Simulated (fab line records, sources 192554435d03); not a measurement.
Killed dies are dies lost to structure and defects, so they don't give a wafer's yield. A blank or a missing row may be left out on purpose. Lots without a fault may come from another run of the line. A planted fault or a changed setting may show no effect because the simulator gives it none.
Split-lot experiment | flow n5_finfet | 7 lots, 39 wafers read, on a route of 1938 steps

THE SPLIT
At N5_BEOL_M11_DESCUM_16 (chemistry O2, time 7.9 s), the setting time_s was moved away from the recipe's 7.9 s on 12 of the 39 wafers read, by -57.7% to +42.7%. The other wafers ran this setting at the recipe's value.

The reading is taken at the split's own step.

THE READING
CAR-ArF_of_BEOL_M11_COAT_05.thk_nm (the simulator's own value, which no gauge read), in nm, at N5_BEOL_M11_DESCUM_16 (chemistry O2, time 7.9 s). The file gives no usual value for it. The 27 wafers here that ran the recipe average 83.5 nm, standard deviation 0.25 nm.

wafer  | tool, chamber at the split | time_s as run, s | against the recipe | CAR-ArF_of_BEOL_M11_COAT_05.thk_nm, nm | against lot-mates on the recipe
L074.1 | rie_diel-05, 1             | 7.9              | recipe             | 83.6                                   | -
L074.2 | rie_diel-05, 0,3           | 3.34             | -57.7%             | 86.2                                   | +2.9
L074.4 | rie_diel-05, 0,3           | 3.34             | -57.7%             | 86.2                                   | +2.9
L074.3 | rie_diel-05, 2,1           | 7.9              | recipe             | 83.2                                   | -
L074.6 | rie_diel-05, 2,1           | 7.9              | recipe             | 83.2                                   | -
L074.5 | rie_diel-05, 2             | 3.34             | -57.7%             | 85.8                                   | +2.5
L075.1 | rie_diel-05, 2             | 7.9              | recipe             | 83.2                                   | -
L075.2 | rie_diel-05, 0,3,1,0       | 7.9              | recipe             | 83.6                                   | -
L075.3 | rie_diel-05, 0,3,1,0       | 7.9              | recipe             | 83.6                                   | -
L075.4 | rie_diel-05, 0,3,1,0       | 7.9              | recipe             | 83.6                                   | -
L075.5 | rie_diel-05, 0,3,1,0       | 7.9              | recipe             | 83.6                                   | -
L075.6 | rie_diel-05, 1             | 7.9              | recipe             | 83.4                                   | -
L082.1 | rie_diel-05, 1,3,1         | 7.9              | recipe             | 83.6                                   | -
L082.4 | rie_diel-05, 1,3,1         | 7.9              | recipe             | 83.6                                   | -
L082.5 | rie_diel-05, 1,3,1         | 7.9              | recipe             | 83.6                                   | -
L085.1 | rie_diel-05, 0             | 7.9              | recipe             | 84                                     | -
L085.2 | rie_diel-05, 2             | 7.9              | recipe             | 83.8                                   | -
L085.3 | rie_diel-05, 1             | 10.65            | +34.8%             | 81.8                                   | -2.0
L085.4 | rie_diel-05, 3,1           | 10.65            | +34.8%             | 82                                     | -1.8
L085.6 | rie_diel-05, 3,1           | 10.65            | +34.8%             | 82                                     | -1.8
L085.5 | rie_diel-05, 0             | 7.9              | recipe             | 83.6                                   | -
L088.1 | rie_diel-04, 0             | 7.9              | recipe             | 83.4                                   | -
L088.2 | rie_diel-04, 2,1           | 7.9              | recipe             | 83.2                                   | -
L088.5 | rie_diel-04, 2,1           | 7.9              | recipe             | 83.2                                   | -
L088.3 | rie_diel-04, 1,3,2         | 7.9              | recipe             | 83.6                                   | -
L088.4 | rie_diel-04, 1,3,2         | 7.9              | recipe             | 83.6                                   | -
L088.6 | rie_diel-04, 1,3,2         | 7.9              | recipe             | 83.6                                   | -
L091.1 | rie_diel-04, 1,2           | 7.9              | recipe             | 83.2                                   | -
L091.3 | rie_diel-04, 1,2           | 7.9              | recipe             | 83.2                                   | -
L091.2 | rie_diel-04, 0             | 11.27            | +42.7%             | 80.6                                   | -2.5
L091.4 | rie_diel-04, 3             | 11.27            | +42.7%             | 81                                     | -2.1
L091.5 | rie_diel-04, 2             | 7.9              | recipe             | 83                                     | -
L091.6 | rie_diel-04, 1             | 11.27            | +42.7%             | 80.8                                   | -2.3
L095.1 | rie_diel-03, 1             | 9.23             | +16.8%             | 83                                     | -0.8
L095.2 | rie_diel-03, 0,2           | 9.23             | +16.8%             | 82.8                                   | -1.0
L095.5 | rie_diel-03, 0,2           | 9.23             | +16.8%             | 82.8                                   | -1.0
L095.3 | rie_diel-03, 2,3,3         | 7.9              | recipe             | 83.8                                   | -
L095.4 | rie_diel-03, 2,3,3         | 7.9              | recipe             | 83.8                                   | -
L095.6 | rie_diel-03, 2,3,3         | 7.9              | recipe             | 83.8                                   | -
Where a row lists several chambers, the file gives one row for several wafers and doesn't say which wafer went through which chamber.

THE FIT
A straight line over all 39 wafers: CAR-ArF_of_BEOL_M11_COAT_05.thk_nm changes by -0.0492 nm for each +1% of time_s; r = -0.97; the points scatter about the line by 0.3 nm.
The same after taking each lot's own level away (the mean of its wafers on the recipe; 39 wafers): -0.0506 nm for each +1%; r = -0.99; scatter 0.16 nm.
On that fit, the largest move of time_s shifts the reading by 2.9 nm.
The lots' own levels span 83.13 to 83.80 nm, that is 2.7 times the standard deviation above.
So the lot-to-lot level changes the slope little: the two slopes agree.
Check: with one of the wafers moved furthest among these (-57.7%) left out of the fit, the line predicts +2.88 nm for it against its lot-mates. It came out at +2.87 nm against them.

OTHER SPLITS ON THESE WAFERS
These wafers also went through other splits before the reading. Each is held against what the fit with the lots' levels taken away leaves over:
other split on the same wafers   | wafers away from the commonest value | r with CAR-ArF_of_BEOL_M11_COAT_05.thk_nm (lot level and that fit taken away)
N5_BEOL_M8_TRENCH_ETCH_37 time_s | 15                                   | +0.04

THE FILE'S OWN FIT
CAR-ArF_of_BEOL_M11_COAT_05.thk_nm changes by -0.0509 nm for each +1% of time_s, r = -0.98.
